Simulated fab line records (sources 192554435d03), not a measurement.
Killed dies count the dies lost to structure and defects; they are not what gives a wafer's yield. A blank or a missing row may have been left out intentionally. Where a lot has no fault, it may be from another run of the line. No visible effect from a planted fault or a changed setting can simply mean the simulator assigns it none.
Which tool was responsible?    flow n5-finfet    72 wafers from 24 lots sampled at 4 of the route's 1938 steps

== WHAT EACH GAUGE READ, for each wafer ==
N5_ILD0_THK_MEAS_08.
lot   measured     on             thk-nm (nm)
L074  day 3 18:19  film-metro-02  138.0 139.4 140.9
L076  day 4 03:05  film-metro-01  137.6 137.8 137.1
L075  day 4 08:04  film-metro-01  137.2 135.1 135.3
L077  day 4 12:25  film-metro-02  138.6 139.7 140.4
L078  day 4 16:49  film-metro-02  138.1 136.6 138.7
L079  day 4 21:13  film-metro-02  137.8 137.8 137.7
L080  day 5 00:32  film-metro-01  137.8 139.5 139.5
L081  day 5 06:29  film-metro-01  139.3 141.4 140.7
L082  day 5 15:23  film-metro-02  138.4 136.7 138.3
L083  day 5 20:37  film-metro-01  139.0 139.1 139.5
L084  day 5 23:52  film-metro-02  139.2 139.6 138.9
L085  day 6 11:08  film-metro-02  137.8 139.3 136.7
L086  day 6 23:35  film-metro-01  137.7 136.5 135.3
L087  day 7 02:50  film-metro-01  138.4 138.5 139.3
L088  day 7 04:22  film-metro-02  139.3 137.6 138.5
L090  day 7 11:58  film-metro-02  137.3 137.4 138.8
L089  day 7 12:52  film-metro-02  137.4 134.8 137.6
L091  day 7 22:37  film-metro-01  135.2 136.8 138.7
L092  day 8 02:37  film-metro-02  140.0 140.0 140.8
L093  day 8 07:12  film-metro-01  140.4 138.7 138.9
L094  day 8 15:08  film-metro-01  137.0 137.9 137.3
L095  day 8 20:19  film-metro-02  139.6 137.0 138.6
L096  day 9 03:06  film-metro-01  139.2 139.4 138.1
L097  day 9 11:00  film-metro-01  139.0 137.0 137.1

N5_DUMMY_REMOVAL_INSPECT_06: inspects for defects (brightfield).
lot   measured     on                 raw-defect-count
L074  day 4 02:48  defect-inspect-01  7 8 11
L076  day 4 11:40  defect-inspect-02  12 4 15
L075  day 4 15:59  defect-inspect-02  17 16 13
L077  day 4 22:58  defect-inspect-01  13 27 21
L078  day 5 01:14  defect-inspect-02  10 6 11
L079  day 5 05:44  defect-inspect-01  14 11 16
L080  day 5 11:56  defect-inspect-01  8 11 12
L081  day 5 15:00  defect-inspect-02  6 3 6
L082  day 5 23:25  defect-inspect-01  9 9 14
L083  day 6 04:42  defect-inspect-01  14 6 7
L084  day 6 07:50  defect-inspect-01  8 15 9
L085  day 6 18:57  defect-inspect-02  13 24 19
L086  day 7 07:56  defect-inspect-02  3 11 10
L087  day 7 11:05  defect-inspect-01  12 9 11
L088  day 7 12:55  defect-inspect-02  5 15 10
L090  day 7 19:51  defect-inspect-02  14 12 7
L089  day 7 21:37  defect-inspect-01  23 5 11
L091  day 8 06:42  defect-inspect-01  9 8 9
L092  day 8 10:35  defect-inspect-01  12 8 15
L093  day 8 15:49  defect-inspect-01  13 7 5
L094  day 8 23:37  defect-inspect-01  11 12 10
L095  day 9 06:35  defect-inspect-01  4 10 6
L096  day 9 11:01  defect-inspect-02  9 14 19
L097  day 9 20:13  defect-inspect-01  8 13 6

== WHICH TOOL RAN EACH LOT (tool, then ch and the chambers of the sampled wafers, then the start) ==
lot   N5_DUMMY_REMOVAL_HM_STRIP_01       N5_DUMMY_REMOVAL_STRIP_10
L074  rie-diel-06 ch 1,2, day 4 02:36    rie-diel-06 ch 1,2, day 4 02:38
L076  rie-diel-02 ch 0,1,3, day 4 11:28  rie-diel-02 ch 0,1,3, day 4 11:31
L075  rie-diel-02 ch 0,1, day 4 15:47    rie-diel-02 ch 0,1, day 4 15:49
L077  rie-diel-04 ch 1,2,3, day 4 22:46  rie-diel-04 ch 1,2,3, day 4 22:49
L078  rie-diel-02 ch 1,3, day 5 01:02    rie-diel-02 ch 1,3, day 5 01:04
L079  rie-diel-02 ch 1,2,3, day 5 05:32  rie-diel-02 ch 1,2,3, day 5 05:34
L080  rie-diel-06 ch 0,1, day 5 11:44    rie-diel-06 ch 0,1, day 5 11:46
L081  rie-diel-06 ch 1,2,3, day 5 14:49  rie-diel-06 ch 1,2,3, day 5 14:50
L082  rie-diel-04 ch 0,1, day 5 23:13    rie-diel-04 ch 0,1, day 5 23:15
L083  rie-diel-02 ch 1,2,3, day 6 04:31  rie-diel-02 ch 1,2,3, day 6 04:32
L084  rie-diel-06 ch 0,1, day 6 07:39    rie-diel-06 ch 0,1, day 6 07:41
L085  rie-diel-02 ch 1,3, day 6 18:45    rie-diel-02 ch 1,3, day 6 18:47
L086  rie-diel-04 ch 0,1,3, day 7 07:45  rie-diel-04 ch 0,1,3, day 7 07:47
L087  rie-diel-04 ch 1,3, day 7 10:53    rie-diel-04 ch 1,3, day 7 10:56
L088  rie-diel-06 ch 0,1, day 7 12:43    rie-diel-06 ch 0,1, day 7 12:44
L090  rie-diel-06 ch 0,1,2, day 7 19:40  rie-diel-06 ch 0,1,2, day 7 19:41
L089  rie-diel-04 ch 0,1,3, day 7 21:25  rie-diel-04 ch 0,1,3, day 7 21:27
L091  rie-diel-04 ch 0,1, day 8 06:30    rie-diel-04 ch 0,1, day 8 06:32
L092  rie-diel-04 ch 1,3, day 8 10:20    rie-diel-04 ch 1,3, day 8 10:22
L093  rie-diel-06 ch 0,2, day 8 15:37    rie-diel-06 ch 0,2, day 8 15:38
L094  rie-diel-06 ch 0,2, day 8 23:26    rie-diel-06 ch 0,2, day 8 23:28
L095  rie-diel-04 ch 1,3, day 9 06:23    rie-diel-04 ch 1,3, day 9 06:25
L096  rie-diel-06 ch 0,1,2, day 9 10:49  rie-diel-06 ch 0,1,2, day 9 10:51
L097  rie-diel-02 ch 0,1, day 9 20:02    rie-diel-02 ch 0,1, day 9 20:04
- N5_DUMMY_REMOVAL_HM_STRIP_01: strips SiNx in CH3F/O2, stops on poly-Si, target depth 4 nm, time 6.8 s.
- N5_DUMMY_REMOVAL_STRIP_10: strips in N2/H2, time 40 s.

== WHAT THE TOOLS THEMSELVES READ (means of the sampled wafers that have a number; where no wafer has one, the mark that the record gives instead) ==
N5_DUMMY_REMOVAL_HM_STRIP_01.
lot   tool         drypump-motor-current-A (A)  oes-product-au (a.u.)  rf-vpp-V (V)  showerhead-plenum-p-Torr (Torr)  throttle-valve-pct (%)
L074  rie-diel-06  5.9                          0.61                   127.8         2.03                             16.15
L076  rie-diel-02  6.1                          0.67                   126.7         1.99                             16.36
L075  rie-diel-02  6.1                          0.62                   126.5         1.97                             16.45
L077  rie-diel-04  5.5                          0.63                   127.7         2.05                             16.34
L078  rie-diel-02  5.9                          0.73                   127.8         2.04                             16.30
L079  rie-diel-02  5.7                          0.74                   127.3         2.04                             16.29
L080  rie-diel-06  5.9                          0.63                   126.3         1.95                             16.31
L081  rie-diel-06  5.9                          0.63                   127.1         1.98                             16.36
L082  rie-diel-04  6.1                          0.57                   126.6         1.92                             16.62
L083  rie-diel-02  5.7                          0.72                   127.2         2.04                             16.31
L084  rie-diel-06  5.9                          0.69                   127.7         2.00                             16.13
L085  rie-diel-02  5.9                          0.67                   127.5         2.02                             16.41
L086  rie-diel-04  5.8                          0.60                   127.2         1.97                             16.44
L087  rie-diel-04  5.5                          0.64                   127.6         2.03                             16.23
L088  rie-diel-06  5.9                          0.62                   126.5         1.94                             16.34
L090  rie-diel-06  5.9                          0.64                   128.2         2.01                             16.18
L089  rie-diel-04  5.8                          0.60                   127.0         1.97                             16.44
L091  rie-diel-04  6.1                          0.56                   126.8         1.92                             16.65
L092  rie-diel-04  5.5                          0.63                   128.2         2.02                             16.24
L093  rie-diel-06  5.9                          0.65                   128.7         2.08                             16.03
L094  rie-diel-06  5.9                          0.68                   127.2         2.06                             16.01
L095  rie-diel-04  5.7                          0.59                   126.9         2.00                             16.45
L096  rie-diel-06  5.9                          0.71                   129.4         2.09                             16.05
L097  rie-diel-02  6.1                          0.59                   126.6         1.96                             16.53

N5_DUMMY_REMOVAL_STRIP_10.
lot   tool         drypump-motor-current-A (A)  oes-product-au (a.u.)  rf-vpp-V (V)  showerhead-plenum-p-Torr (Torr)  temp-c (C)  throttle-valve-pct (%)
L074  rie-diel-06  6.0                          0.76                   44.2          3.43                             39.98       12.1
L076  rie-diel-02  6.1                          0.83                   44.3          3.35                             40.03       12.3
L075  rie-diel-02  6.1                          0.76                   45.2          3.33                             40.12       12.4
L077  rie-diel-04  5.6                          0.79                   45.4          3.45                             40.09       12.2
L078  rie-diel-02  5.9                          0.90                   45.2          3.44                             40.04       12.1
L079  rie-diel-02  5.7                          0.91                   45.7          3.44                             40.00       12.1
L080  rie-diel-06  5.9                          0.78                   44.6          3.28                             40.07       12.2
L081  rie-diel-06  5.9                          0.78                   45.3          3.34                             40.13       12.3
L082  rie-diel-04  6.1                          0.69                   45.7          3.26                             39.82       12.6
L083  rie-diel-02  5.7                          0.88                   45.2          3.44                             40.04       12.1
L084  rie-diel-06  5.9                          0.86                   45.7          3.36                             40.10       12.0
L085  rie-diel-02  5.9                          0.82                   45.2          3.41                             39.99       12.3
L086  rie-diel-04  5.8                          0.74                   44.6          3.33                             40.02       12.4
L087  rie-diel-04  5.5                          0.79                   46.1          3.41                             39.97       12.1
L088  rie-diel-06  6.0                          0.76                   45.1          3.27                             39.83       12.2
L090  rie-diel-06  5.9                          0.78                   45.3          3.38                             39.97       12.1
L089  rie-diel-04  5.9                          0.73                   44.7          3.33                             39.98       12.4
L091  rie-diel-04  6.2                          0.67                   44.8          3.25                             40.10       12.6
L092  rie-diel-04  5.5                          0.79                   45.0          3.41                             40.04       12.2
L093  rie-diel-06  5.9                          0.80                   45.7          3.49                             40.04       11.9
L094  rie-diel-06  5.9                          0.84                   45.2          3.47                             39.99       11.8
L095  rie-diel-04  5.7                          0.71                   45.8          3.37                             39.89       12.4
L096  rie-diel-06  5.9                          0.88                   46.4          3.51                             39.99       11.9
L097  rie-diel-02  6.1                          0.73                   44.9          3.31                             40.21       12.5

== THE ANSWER, worked out from the rows above alone ==
Rule: what is usual is taken from the lots themselves. The widest of any qualifying gaps counts: lots, ordered by their means at a reading, are off when they make up no more than a third of the lots, leave a main group of 4 or more, and stand apart from it by 3 or more times the standard deviation of that group's means. A main group is skipped when, at the precision printed for the reading in the tables above, its means are all equal. A lot without any number at a reading at which 4 lots or more have one is off too. Any other lot the step has rows for is counted as sound. First the gauges in route order, then the tools' own readings, where a lot's mean is used as printed above. At the first step where some lot is off, the reading lying furthest off is the one used; lots without a number count as furthest.
Across all readings shown, no lot is off: no conclusion can be drawn from this.

== WHAT WAS PUT IN BY THE SIMULATOR ==
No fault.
